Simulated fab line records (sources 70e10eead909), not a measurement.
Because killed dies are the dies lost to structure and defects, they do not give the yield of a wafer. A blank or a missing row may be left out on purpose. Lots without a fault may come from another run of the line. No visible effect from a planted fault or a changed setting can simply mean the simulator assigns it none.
What tool caused it? ; flow nand-harc ; Sampling: 24 lots, 72 wafers, 5 of 1159 route steps

== WHAT EACH GAUGE READ, for each wafer ==
NHARC_P_M0_OVL_MEAS_10: pitch 180 nm.
lot;measured;on;overlay-x-nm (nm);overlay-y-nm (nm)
L074;day 5 13:49;overlay-02;-1.0 -0.9 -1.6;0.0 0.0 0.2
L076;day 6 12:49;overlay-01;0.1 0.3 -0.1;0.1 0.2 0.6
L075;day 6 13:22;overlay-01;-0.9 -0.4 -0.3;-0.2 0.4 -0.1
L078;day 6 15:14;overlay-01;0.3 0.2 0.2;0.6 0.2 0.6
L077;day 6 18:49;overlay-02;0.6 0.6 0.4;0.6 0.7 1.0
L079;day 7 03:04;overlay-01;0.6 0.7 0.7;-0.4 -0.6 -0.2
L080;day 7 08:49;overlay-01;-0.5 -0.1 -0.7;-0.2 -0.4 -0.4
L081;day 7 15:55;overlay-01;-1.0 -0.5 -1.4;0.3 0.5 -0.5
L082;day 7 19:07;overlay-01;0.9 0.6 0.5;-0.7 -1.0 -0.8
L083;day 7 20:41;overlay-02;-1.0 -0.1 -0.3;0.2 0.0 0.4
L084;day 8 00:29;overlay-01;0.4 1.1 -0.1;0.8 0.5 0.4
L088;day 9 01:55;overlay-02;0.7 0.7 1.4;0.2 0.1 0.4
L085;day 9 02:34;overlay-02;0.2 0.2 0.6;0.9 0.2 0.4
L086;day 9 03:08;overlay-01;0.1 0.3 0.3;-1.7 -1.1 -1.2
L087;day 9 04:48;overlay-02;-0.3 -1.3 -0.4;1.9 1.8 1.6
L089;day 9 20:37;overlay-02;1.4 1.6 1.7;0.4 0.2 0.4
L090;day 9 21:10;overlay-02;0.6 0.5 0.5;-0.1 0.1 0.3
L091;day 10 00:22;overlay-01;-0.6 -1.2 -0.8;-1.0 -0.9 -0.5
L093;day 10 11:29;overlay-01;2.1 1.8 1.2;-1.0 -0.8 -1.2
L092;day 10 11:55;overlay-01;-1.4 -0.9 -0.9;-0.7 -0.6 -0.6
L095;day 10 23:25;overlay-01;0.4 0.1 -0.4;0.6 0.2 1.1
L094;day 10 23:56;overlay-01;-1.6 -1.1 -1.4;0.6 0.5 0.9
L096;day 11 17:17;overlay-01;0.0 -0.1 0.1;0.4 0.1 1.1
L097;day 11 18:05;overlay-01;0.0 0.5 0.4;0.4 0.4 0.1

NHARC_P_M0_INSPECT_27.
lot;measured;on;raw-defect-count
L074;day 5 16:25;defect-inspect-02;268 159 155
L076;day 6 15:28;defect-inspect-02;388 406 300
L075;day 6 16:04;defect-inspect-01;293 163 257
L078;day 6 17:52;defect-inspect-02;327 302 328
L077;day 6 21:27;defect-inspect-01;417 320 249
L079;day 7 05:49;defect-inspect-01;373 311 286
L080;day 7 11:26;defect-inspect-02;318 222 386
L081;day 7 18:32;defect-inspect-02;224 318 358
L082;day 7 21:44;defect-inspect-01;437 585 449
L083;day 7 23:17;defect-inspect-01;201 178 325
L084;day 8 03:07;defect-inspect-01;382 400 381
L088;day 9 04:30;defect-inspect-02;237 126 395
L085;day 9 05:08;defect-inspect-01;272 382 216
L086;day 9 05:46;defect-inspect-02;230 157 313
L087;day 9 07:22;defect-inspect-01;138 209 168
L089;day 9 23:14;defect-inspect-01;236 400 370
L090;day 9 23:52;defect-inspect-02;297 215 210
L091;day 10 03:02;defect-inspect-01;329 330 200
L093;day 10 14:17;defect-inspect-02;324 415 355
L092;day 10 14:43;defect-inspect-01;226 219 277
L095;day 11 02:01;defect-inspect-01;152 210 383
L094;day 11 02:37;defect-inspect-02;234 203 135
L096;day 11 19:52;defect-inspect-01;477 388 246
L097;day 11 20:43;defect-inspect-01;297 235 162

NHARC_P_M1_THK_MEAS_24: measures by xrf.
lot;measured;on;thk-nm (nm)
L074;day 5 20:58;film-metro-01;153.1 154.9 154.8
L076;day 6 19:28;film-metro-01;157.0 157.1 160.2
L075;day 6 20:16;film-metro-02;156.5 157.2 160.5
L078;day 6 21:55;film-metro-01;161.7 159.2 155.1
L077;day 7 01:38;film-metro-02;156.6 160.0 158.2
L079;day 7 09:47;film-metro-01;159.9 155.7 153.2
L080;day 7 16:20;film-metro-02;156.6 157.7 159.0
L081;day 7 22:52;film-metro-02;155.0 153.9 159.7
L082;day 8 01:54;film-metro-01;158.6 157.0 158.2
L083;day 8 03:29;film-metro-02;157.1 155.9 154.8
L084;day 8 07:16;film-metro-02;160.2 157.2 157.1
L088;day 9 08:25;film-metro-01;159.3 158.2 155.1
L085;day 9 09:07;film-metro-01;157.5 159.4 156.5
L086;day 9 09:46;film-metro-02;159.5 156.2 157.7
L087;day 9 11:25;film-metro-01;157.9 155.3 156.7
L089;day 10 03:13;film-metro-02;161.3 157.5 155.9
L090;day 10 03:52;film-metro-02;156.6 156.9 159.5
L091;day 10 07:02;film-metro-02;157.4 157.0 158.7
L093;day 10 18:17;film-metro-02;156.0 159.5 158.5
L092;day 10 18:46;film-metro-01;156.5 158.0 158.0
L095;day 11 05:55;film-metro-02;155.7 157.2 156.5
L094;day 11 06:49;film-metro-01;156.5 158.2 157.2
L096;day 11 23:55;film-metro-01;156.7 160.4 159.0
L097;day 12 00:44;film-metro-01;158.1 155.1 160.2

NHARC_P_M2_CD_MEAS_09: the cd target is 170 nm.
lot;measured;on;cd-nm (nm)
L074;day 5 22:32;cd-sem-02;171.6 170.5 170.6
L076;day 6 20:54;cd-sem-02;170.0 170.8 170.4
L075;day 6 21:47;cd-sem-01;168.8 170.3 169.0
L078;day 6 23:19;cd-sem-03;169.6 169.9 169.3
L077;day 7 03:12;cd-sem-02;168.9 170.6 170.4
L079;day 7 11:13;cd-sem-02;170.5 169.9 169.8
L080;day 7 17:58;cd-sem-03;170.1 170.4 169.7
L081;day 8 00:25;cd-sem-02;168.7 171.0 170.6
L082;day 8 03:35;cd-sem-01;169.2 169.7 170.1
L083;day 8 05:12;cd-sem-03;169.1 170.6 170.0
L084;day 8 08:42;cd-sem-01;169.2 171.0 169.8
L088;day 9 09:58;cd-sem-03;170.1 169.1 170.4
L085;day 9 10:40;cd-sem-01;168.8 168.5 170.8
L086;day 9 11:14;cd-sem-01;170.8 170.0 169.2
L087;day 9 12:59;cd-sem-02;170.4 170.6 170.5
L089;day 10 04:38;cd-sem-01;169.9 170.6 170.9
L090;day 10 05:23;cd-sem-03;170.5 170.6 170.0
L091;day 10 08:37;cd-sem-02;171.2 169.3 170.0
L093;day 10 19:43;cd-sem-02;170.0 169.4 168.7
L092;day 10 20:23;cd-sem-03;169.5 168.9 168.1
L095;day 11 07:19;cd-sem-02;170.8 169.5 169.0
L094;day 11 08:29;cd-sem-03;169.5 168.9 171.2
L096;day 12 01:26;cd-sem-02;170.1 169.9 169.2
L097;day 12 02:10;cd-sem-01;169.4 169.7 167.8

NHARC_P_M2_CD_MEAS_16.
lot;measured;on;cd-nm (nm)
L074;day 5 23:04;cd-sem-02;171.8 171.5 171.5
L076;day 6 21:26;cd-sem-03;170.5 170.3 171.1
L075;day 6 22:19;cd-sem-03;169.1 169.7 169.1
L078;day 6 23:50;cd-sem-03;170.1 169.4 168.6
L077;day 7 03:44;cd-sem-01;169.5 171.6 169.2
L079;day 7 11:43;cd-sem-02;170.1 168.9 169.1
L080;day 7 18:48;cd-sem-03;169.6 170.7 169.0
L081;day 8 00:58;cd-sem-01;168.5 171.1 170.8
L082;day 8 04:05;cd-sem-02;169.4 169.8 169.3
L083;day 8 05:46;cd-sem-01;168.6 169.9 169.4
L084;day 8 09:15;cd-sem-02;168.6 170.2 169.7
L088;day 9 10:29;cd-sem-01;171.8 169.8 171.1
L085;day 9 11:10;cd-sem-02;168.0 167.0 170.6
L086;day 9 11:44;cd-sem-02;172.2 170.6 169.0
L087;day 9 13:29;cd-sem-01;170.0 172.9 170.7
L089;day 10 05:08;cd-sem-03;169.6 170.3 170.3
L090;day 10 05:58;cd-sem-02;170.0 170.6 169.1
L091;day 10 09:06;cd-sem-02;171.4 168.8 169.9
L093;day 10 20:12;cd-sem-03;170.2 169.2 170.2
L092;day 10 20:53;cd-sem-02;168.0 169.2 168.0
L095;day 11 07:49;cd-sem-02;169.7 170.5 168.6
L094;day 11 09:01;cd-sem-03;170.5 169.2 171.2
L096;day 12 01:56;cd-sem-02;170.9 170.1 170.3
L097;day 12 02:39;cd-sem-01;169.3 170.2 168.6

== WHICH TOOL RAN EACH LOT (tool, then ch and the chambers of the sampled wafers, then the start) ==
There is no process step in the record ahead of these readings.

== AS READ BY THE TOOLS THEMSELVES (means over the sampled wafers that have a number; for cases with no such wafer, the mark the record gives instead) ==
The record holds no such reading with a usual standard deviation.

== THE ANSWER, worked out from the rows above alone ==
Rule: usual is defined by the lots themselves. The widest of any qualifying gaps counts: lots, ordered by their means at a reading, are off when they make up no more than a third of the lots, leave a main group of 4 or more, and stand apart from it by 3 or more times the standard deviation of that group's means. A main group whose means are all the same, to the digits that the tables above print for the reading, isn't used. Also off: a lot with no number at a reading for which 4 or more lots have one. Where the step has rows for the other lots, those lots are counted as sound. After the gauges, taken in route order, come the tools' own readings; for these a lot's mean is taken, as printed above. At the first step where some lot is off, the reading lying furthest off is the one used; lots without a number count as furthest.
None of the lots is off at any reading shown; this tells nothing.

== WHAT HAD BEEN PUT IN BY THE SIMULATOR ==
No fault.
